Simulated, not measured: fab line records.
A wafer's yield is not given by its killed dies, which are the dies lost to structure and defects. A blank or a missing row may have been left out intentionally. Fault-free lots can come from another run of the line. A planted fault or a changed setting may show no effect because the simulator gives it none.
Chamber matching    flow n5_finfet    N5_SD_EPI_P_ETCH_36 on rie_diel-02: 4 sister chambers
The step etches SiARC in CF4, target depth 45.5 nm, time 75.8 s. 4 wafers are shown with their chamber, then 11 later ones without.

== EACH WAFER AND ITS CHAMBER ==
wafer   chamber  throttle_valve_pct (%)
L088.3  1        15.25
L088.5  2        15.52
L089.6  3        16.08
L091.1  0        15.97

== WAFERS WITH NO CHAMBER GIVEN ==
wafer   throttle_valve_pct (%)
L091.2  15.54
L091.3  15.27
L091.4  16.08
L091.5  15.27
L091.6  15.96
L096.1  15.57
L096.2  15.28
L096.3  15.98
L096.4  16.10
L096.5  15.99
L096.6  15.29

== EACH ONE'S CHAMBER ==
wafer   from the rows above  in truth
L091.2  2                    2
L091.3  1                    1
L091.4  3                    3
L091.5  1                    1
L091.6  0                    0
L096.1  2                    2
L096.2  1                    1
L096.3  0                    0
L096.4  3                    3
L096.5  0                    0
L096.6  1                    1
11 of 11 placed correctly. Number that these rows cannot place: 0. Wrongly placed: 0.
How it was worked out, from the rows above alone: a wafer's distance from a chamber is the root of the sum, over the readings, of the square of ((its reading less the chamber's mean) divided by the reading's scatter). The wafer belongs to the nearest chamber; if the next one is less than 2 further off, it can't be placed. The mean given for a chamber averages the wafers shown for that chamber. The scatter (one wafer shown for each chamber): square how far every hidden wafer sits from the nearest shown wafer, average those squares and take the square root.
